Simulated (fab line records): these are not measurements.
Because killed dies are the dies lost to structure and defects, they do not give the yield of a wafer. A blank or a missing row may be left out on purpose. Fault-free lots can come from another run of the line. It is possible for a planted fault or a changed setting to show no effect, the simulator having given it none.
Chamber matching :: flow n5Finfet :: N5_BEOL_M10_CMP_52 on cmp-03 has 4 sister chambers
The step polishes, stops on SiCOH lowk, t overpolish 7 s, target thk 140 nm. 8 wafers are shown with their chamber, then 8 later ones without.

## WAFERS, EACH WITH ITS CHAMBER
wafer: L074.1
chamber: 1
motorCurrentA (A): 6.5
timeToEndpointS (s): 65.8

wafer: L082.5
chamber: 3
motorCurrentA (A): 5.9
timeToEndpointS (s): 62.4

wafer: L084.1
chamber: 2
motorCurrentA (A): 6.2
timeToEndpointS (s): 69.5

wafer: L084.5
chamber: 1
motorCurrentA (A): 6.5
timeToEndpointS (s): 67.2

wafer: L087.1
chamber: 0
motorCurrentA (A): 6.0
timeToEndpointS (s): 67.6

wafer: L087.5
chamber: 2
motorCurrentA (A): 6.1
timeToEndpointS (s): 69.7

wafer: L087.6
chamber: 3
motorCurrentA (A): 5.9
timeToEndpointS (s): 64.1

wafer: L092.2
chamber: 0
motorCurrentA (A): 5.8
timeToEndpointS (s): 66.3

## WAFERS WITH NO CHAMBER GIVEN
wafer: L092.4
motorCurrentA (A): 5.8
timeToEndpointS (s): 69.4

wafer: L092.5
motorCurrentA (A): 6.9
timeToEndpointS (s): 65.2

wafer: L095.1
motorCurrentA (A): 6.0
timeToEndpointS (s): 65.6

wafer: L095.4
motorCurrentA (A): 6.0
timeToEndpointS (s): 71.6

wafer: L095.6
motorCurrentA (A): 5.8
timeToEndpointS (s): 64.9

wafer: L096.2
motorCurrentA (A): 5.7
timeToEndpointS (s): 65.3

wafer: L096.4
motorCurrentA (A): 5.7
timeToEndpointS (s): 64.7

wafer: L096.5
motorCurrentA (A): 5.7
timeToEndpointS (s): 64.1

## THE CHAMBER EACH PASSED THROUGH
wafer: L092.4
from the rows above: can't be placed: 0 or 2
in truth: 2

wafer: L092.5
from the rows above: 1
in truth: 1

wafer: L095.1
from the rows above: can't be placed: 0 or 3
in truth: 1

wafer: L095.4
from the rows above: 2
in truth: 2

wafer: L095.6
from the rows above: can't be placed: 3 or 0
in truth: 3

wafer: L096.2
from the rows above: can't be placed: 0 or 3
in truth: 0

wafer: L096.4
from the rows above: can't be placed: 3 or 0
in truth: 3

wafer: L096.5
from the rows above: can't be placed: 3 or 0
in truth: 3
Correctly placed: 2 of 8. Can't be placed from these rows: 6 (the true chamber is among the candidates in 5). Wrongly placed: 0.
How it was worked out, from the rows above alone: a wafer's distance from a chamber is the root of the sum, over the readings, of the square of ((its reading less the chamber's mean) divided by the reading's scatter). The wafer belongs to the nearest chamber; if the next one is less than 2 further off, it can't be placed. Each chamber's mean is taken over the wafers shown for it. The scatter is the square root of a quotient: the sum, over the shown wafers, of each reading's squared deviation from its chamber's mean, divided by wafers minus chambers.
